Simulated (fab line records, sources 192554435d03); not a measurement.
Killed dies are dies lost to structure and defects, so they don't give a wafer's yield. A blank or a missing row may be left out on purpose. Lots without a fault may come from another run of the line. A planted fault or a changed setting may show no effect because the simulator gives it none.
Problem report in the 8D (eight disciplines) form, filled by code | flow n5_finfet | the parts of the form that need people (team, actions taken, sign-off) are left out

1. THE PROBLEM
etch_rf_on_time_s at N5_MOL_CONTACT_COAG_ETCH_90 reads a mean of 36.3 s on 1 wafer of 1 lot; wafers without a fault read 21.7 s with a standard deviation of 0.64. That is +23 standard deviations from the usual mean.
The step: etches SiARC in CF4, target depth 13 nm, time 21.7 s.
First seen on wafer L726.3, day 7 04:00, on rie_diel-06. The record holds 23 wafers of 10 lots with a number at this step. Rule for "out", or "out of limits": more than 4 standard deviations from the usual mean. The other wafers with a number count as sound.

2. WHAT IT IS AND WHAT IT IS NOT
question                    | is                | is not
which readings at this step | etch_rf_on_time_s | drypump_motor_current_A, oes_product_au, rf_vpp_V, showerhead_plenum_p_Torr, throttle_valve_pct
which lots                  | L726              | L718, L719, L728, L730, L733, L734, L735, L737, L740
which wafers of those lots  | L726.3            | L726.4
read on which tools         | rie_diel-06       | rie_diel-04, rie_diel-05
when                        | from day 7 04:00  | up to then (6 sound wafers); but 16 sound wafers of L728, L730, L733, L734, L735, L737, L740 came after

3. SUSPECTS, AND WHAT RULES EACH OUT
Counting: a tool at a process step up to the reading stays a suspect if it ran every lot that is out. Sound lots after the first of them don't rule it out here, since some wafers of a struck lot are sound.
- cmp-02 at N5_MOL_CONTACT_COAG_CMP_23 (polishes, stops on SiO2, t overpolish 1.5 s, target thk 0 nm): kept. It ran the lot that is out, L726 (day 6 23:38); its last sound lot up to then is L718 (day 4 23:37).
- rie_diel-06 at N5_MOL_CONTACT_COAG_ETCH_90 (etches SiARC in CF4, target depth 13 nm, time 21.7 s): kept. It ran the lot that is out, L726 (day 7 04:00); its last sound lot up to then is L719 (day 5 15:17). Its own readings are out on those wafers: etch_rf_on_time_s.
- Within cmp-02 at N5_MOL_CONTACT_COAG_CMP_23: the wafers that are out ran in chamber 0; their sound lot-mates ran in chamber 1.
- Within rie_diel-06 at N5_MOL_CONTACT_COAG_ETCH_90: the wafers that are out ran in chamber 2; their sound lot-mates ran in chamber 3.
Left after counting: cmp-02 at N5_MOL_CONTACT_COAG_CMP_23, rie_diel-06 at N5_MOL_CONTACT_COAG_ETCH_90.

4. THE CAUSE (what the simulator had put in)
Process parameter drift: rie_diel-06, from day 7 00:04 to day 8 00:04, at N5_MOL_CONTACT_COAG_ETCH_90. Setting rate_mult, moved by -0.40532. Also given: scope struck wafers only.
Counting left 2 suspects, and this tool is among them.

5. THE CHAIN OF EFFECTS, in route order
Each row: a reading whose mean over the struck wafers that have a number lies more than 3 standard deviations from the usual. Only readings for which the record gives a usual standard deviation are gone through. hours: the time from each lot's start at the first step in this table that gives one to its start at this step, as a median over the lots. sigmas: the change in usual standard deviations.
hours | step                        | reading           | usual   | on struck wafers | change | sigmas
0     | N5_MOL_CONTACT_COAG_ETCH_90 | etch_rf_on_time_s | 21.7 s  | 36.3             | +14.6  | +23
0     | N5_MOL_CONTACT_COAG_ETCH_90 | rf_fwd_power_W    | 531.5 W | 538.5            | +7.0   | +3.9
The process steps in it:
- N5_MOL_CONTACT_COAG_ETCH_90: etches SiARC in CF4, target depth 13 nm, time 21.7 s.
Later measuring or inspecting steps at which every struck wafer that the step has a row for has a number for every such reading, and none has moved that far: N5_BEOL_M4_RC_MEAS_101.

6. WHAT WOULD HAVE CAUGHT IT SOONER
In this record the first reading out of limits was taken at day 7 04:00, 4 hours after the fault began at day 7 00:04.
